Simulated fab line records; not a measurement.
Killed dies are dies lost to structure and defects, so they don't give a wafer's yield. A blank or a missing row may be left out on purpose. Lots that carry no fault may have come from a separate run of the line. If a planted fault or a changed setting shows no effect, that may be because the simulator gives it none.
Comparing a struck lot with a sound one | flow n5-finfet | 16 out of 1938 route steps
Sound: the wafers L870.3, L870.4, L870.5. Struck: wafers L880.1, L880.4, L880.5. Last of all comes the cause.
At each step with rows: each side's tool, then ch and its chambers, then its first start. Under that, the readings that differ: sound wafers | struck wafers | difference of the means | sigmas: that difference in standard deviations of wafers without a fault.
alike: words and numbers the same on both sides, and readings whose means are apart by under 2 such deviations; not compared: readings that were withheld, readings missing a value for some wafer, numbers with overlapping values and no deviation given by the record, and bounds like >300 which may hide the same value.
A row with sigmas, a row that says differs or no value, or rows on one side alone: a step with any of these is where the two part. Numbers that don't overlap but have no deviation are shown without sigmas and don't part them. Lack of a reading on every wafer of one side parts them only where that side has two or more wafers.

first, 1 step without rows for these wafers: N5_BEOL_M1_SPUTTER_79 (material Cu, target thk 4.5 nm, time 8.29 s).
N5_BEOL_M1_ANNEAL_80: time 240 s.
  sound on pvd-sputter-03 at day 7 18:36; struck on pvd-sputter-01 at day 10 08:24
  alike: heater-power-w
then, 3 steps without rows for these wafers: N5_BEOL_M1_SPUTTER_81 (material Cu, target thk 4.5 nm, time 8.29 s); N5_BEOL_M1_ANNEAL_82 (time 240 s); N5_BEOL_M1_SPUTTER_86 (material Cu, target thk 4.5 nm, time 8.29 s).
N5_BEOL_M1_ANNEAL_87: time 240 s.
  sound on pvd-sputter-03 at day 7 19:02; struck on pvd-sputter-01 at day 10 08:50
  alike: heater-power-w
then, 2 steps without rows for these wafers: N5_BEOL_M1_SPUTTER_88 (material Cu, target thk 4.5 nm, time 8.29 s); N5_BEOL_M1_ANNEAL_89 (time 240 s).
N5_BEOL_M1_SPUTTER_90: material Cu, target thk 4.5 nm, time 8.29 s.
  sound on pvd-sputter-03 at day 7 19:24; struck on pvd-sputter-01 at day 10 09:12
  alike: chamber-pressure-pa, chuck-gas-flow-sccm, throttle-valve-pct
N5_BEOL_M1_ANNEAL_91: time 240 s.
  sound on pvd-sputter-03 at day 7 19:29; struck on pvd-sputter-01 at day 10 09:17
  alike: heater-power-w
then, 1 step without rows for these wafers: N5_BEOL_M1_SPUTTER_92 (material Cu, target thk 4.5 nm, time 8.29 s).
N5_BEOL_M1_ANNEAL_93: time 240 s.
  sound on pvd-sputter-03 at day 7 19:42; struck on pvd-sputter-01 at day 10 09:30
  alike: heater-power-w
N5_BEOL_M1_SPUTTER_94: material Cu, target thk 4.5 nm, time 8.29 s.
  sound on pvd-sputter-03 at day 7 19:50; struck on pvd-sputter-01 at day 10 09:38
  no value came back on the struck wafers for chamber-pressure-pa (Pa), chuck-gas-flow-sccm (sccm), throttle-valve-pct (%); on the sound wafers chamber-pressure-pa (Pa) reads 0.07015 0.07 0.07021
then, 1 step without rows for these wafers: N5_BEOL_M1_ANNEAL_95 (time 240 s).
N5_BEOL_M4_RC_MEAS_101:
  sound on prober-01 ch 0, day 9 03:05; struck on prober-02 ch 0, day 11 13:29
  alike: DIBL_N, DIBL_P, IOFF_N, IOFF_P, ION_N, ION_P, SS_N, SS_P, VT_N, VT_P
-- a jump in the record: the struck wafers' starts before and after are 4 days apart (it breaks off in module BEOL_M4 and resumes in module PASSIVATION, where the first step shown is number 1936 of the route) --
N5_PASSIVATION_PROBE_49:
  sound on prober-01 at day 13 12:49; struck on prober-01 at day 15 18:06
  reading                  | sound          | struck         | difference | sigmas
  defect-limited-yield (%) | 93.4 93.9 93.7 | 88.2 91.2 90.9 | -3.6       | -2
  killed_at_M0_to_M3       | 25 28 19       | 58 54 46       | +29        | +3
  killed-dies              | 78 72 74       | 139 104 107    | +42        | +2
  sort_bin_5_function (%)  | 3.6 3.1 3.6    | 6.9 5.3 6.3    | +2.7       | +2
  sort_bin_8_speed (%)     | 6.0 0 0        | 0 0.1 0        | -2         | -4
  alike: killed_at_M4_up, killed-at-contacts, killed-at-front-end, killed-at-other, killed-open, killed-short, sort_bin_6_memory, sort-n-pass, sort-yield-pct

## WHERE THEY PART
First at N5_BEOL_M1_SPUTTER_94; last, within this record, at N5_PASSIVATION_PROBE_49.

WHY: the cause the simulator had injected
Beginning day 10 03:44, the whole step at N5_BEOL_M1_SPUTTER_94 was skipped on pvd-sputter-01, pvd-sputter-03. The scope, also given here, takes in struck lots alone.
